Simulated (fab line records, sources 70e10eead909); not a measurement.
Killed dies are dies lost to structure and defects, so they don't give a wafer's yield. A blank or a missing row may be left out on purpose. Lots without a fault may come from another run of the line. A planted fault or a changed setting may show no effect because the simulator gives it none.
Which tool did it? | flow nand_harc | 24 lots, 72 wafers sampled, at 2 steps of a route of 1159

WHAT THE GAUGES READ, wafer by wafer
NHARC_A_CONTACT_OVL_MEAS_70. Usual: overlay_x_nm -0.2 nm, standard deviation 0.94; overlay_y_nm 0.3 nm, standard deviation 0.74.
lot  | measured     | on         | overlay_x_nm (nm) | overlay_y_nm (nm) | flag
L074 | day 16 15:45 | overlay-02 | -1.4 -1.4 -1.2    | -0.2 0.0 0.3      |
L075 | day 16 21:25 | overlay-02 | 0.1 -0.3 -0.6     | 0.8 0.3 0.8       |
L076 | day 17 13:28 | overlay-02 | 0.3 0.3 0.6       | -0.1 -0.3 -0.4    |
L078 | day 17 18:15 | overlay-02 | -0.8 -0.8 -0.5    | -0.5 -0.5 -0.3    |
L077 | day 17 22:40 | overlay-02 | -0.5 -0.4 -0.6    | -0.9 -0.1 -0.6    |
L080 | day 18 07:15 | overlay-01 | 0.7 1.1 1.2       | 0.1 0.3 0.5       |
L081 | day 18 11:17 | overlay-01 | -1.1 -0.7 -0.6    | 2.1 1.4 1.5       |
L079 | day 18 13:32 | overlay-02 | -0.1 -0.2 -0.2    | -0.4 -0.4 -0.2    |
L083 | day 18 22:56 | overlay-01 | 2.2 1.5 1.4       | -0.1 0.3 -0.1     |
L082 | day 18 23:22 | overlay-02 | 0.8 1.3 0.9       | 1.4 1.2 1.7       |
L084 | day 19 03:24 | overlay-02 | -0.4 -0.2 -0.5    | -0.7 -0.3 -0.6    |
L085 | day 19 12:43 | overlay-01 | 0.6 0.1 0.5       | -0.7 -0.9 -0.3    |
L086 | day 19 18:11 | overlay-01 | -0.6 -0.9 -1.7    | -0.3 0.3 -0.2     |
L087 | day 20 00:46 | overlay-01 | -1.0 -1.0 -0.7    | 1.7 1.5 1.9       |
L088 | day 20 00:55 | overlay-02 | -0.2 0.0 -0.7     | -0.4 -0.4 0.0     |
L090 | day 20 06:11 | overlay-02 | 1.9 1.6 1.2       | 1.0 0.2 0.6       |
L089 | day 20 06:44 | overlay-02 | -0.1 -0.1 0.2     | 0.3 -0.1 0.5      |
L091 | day 21 09:58 | overlay-02 | -2.1 -1.7 -1.4    | 1.6 2.0 1.9       |
L092 | day 21 10:13 | overlay-02 | -0.7 -1.0 -0.5    | -0.1 -0.1 -0.4    |
L094 | day 21 16:11 | overlay-02 | -2.1 -2.0 -1.5    | -0.4 -0.1 -0.6    |
L093 | day 21 16:52 | overlay-02 | -0.6 -1.0 -0.4    | 0.4 -0.1 0.1      |
L096 | day 21 19:52 | overlay-01 | -0.4 0.2 -0.7     | -0.1 -0.1 -0.3    |
L095 | day 22 01:58 | overlay-02 | 0.4 1.1 1.0       | 0.5 0.4 1.2       |
L097 | day 22 06:58 | overlay-01 | 0.4 0.3 0.1       | 0.6 -0.2 0.8      |

NHARC_A_CONTACT_INSPECT_71. Usual: raw_defect_count 29, standard deviation 15.
lot  | measured     | on                | raw_defect_count | flag
L074 | day 16 15:47 | defect_inspect-01 | 25 25 29         |
L075 | day 16 21:27 | defect_inspect-02 | 26 29 22         |
L076 | day 17 13:31 | defect_inspect-02 | 26 24 29         |
L078 | day 17 18:17 | defect_inspect-02 | 19 12 13         |
L077 | day 17 22:42 | defect_inspect-01 | 20 18 21         |
L080 | day 18 07:17 | defect_inspect-01 | 17 18 15         |
L081 | day 18 11:20 | defect_inspect-02 | 19 28 15         |
L079 | day 18 13:34 | defect_inspect-02 | 28 29 20         |
L083 | day 18 22:58 | defect_inspect-01 | 68 42 40         |
L082 | day 18 23:25 | defect_inspect-02 | 14 6 15          |
L084 | day 19 03:26 | defect_inspect-02 | 21 11 20         |
L085 | day 19 12:44 | defect_inspect-02 | 15 11 16         |
L086 | day 19 18:14 | defect_inspect-01 | 48 50 47         |
L087 | day 20 00:48 | defect_inspect-02 | 13 14 11         |
L088 | day 20 00:57 | defect_inspect-02 | 39 37 42         |
L090 | day 20 06:13 | defect_inspect-02 | 10 15 12         |
L089 | day 20 06:46 | defect_inspect-02 | 59 34 53         |
L091 | day 21 10:00 | defect_inspect-02 | 15 13 15         |
L092 | day 21 10:15 | defect_inspect-02 | 27 34 39         |
L094 | day 21 16:13 | defect_inspect-02 | 53 61 49         |
L093 | day 21 16:53 | defect_inspect-02 | 40 42 45         |
L096 | day 21 19:53 | defect_inspect-01 | 49 65 70         |
L095 | day 22 02:00 | defect_inspect-01 | 32 38 47         |
L097 | day 22 06:59 | defect_inspect-02 | 17 10 13         |

WHICH TOOL RAN EACH LOT (tool, then ch and the chambers of the sampled wafers, then the start)
The record holds no process step before these readings.

WHAT THE TOOLS THEMSELVES READ (means of the sampled wafers that have a number; where no wafer has one, the mark that the record gives instead)
The record holds no such reading with a usual standard deviation.

THE ANSWER, worked out from the rows above alone
Rule: a lot is off if the mean of its wafers that have a number lies more than 3 standard deviations from the usual mean. A lot without any number at a reading at which 4 lots or more have one is off too. The other lots that the step has rows for count as sound. The gauges are gone through in route order, then the tools' own readings, and for those a lot's mean is taken as printed above. The first step at which some lot is off is used, and at that step the reading that is off furthest; a lot without a number counts as furthest.
No lot is off at any reading shown: from this, nothing can be told.

WHAT THE SIMULATOR HAD PUT IN
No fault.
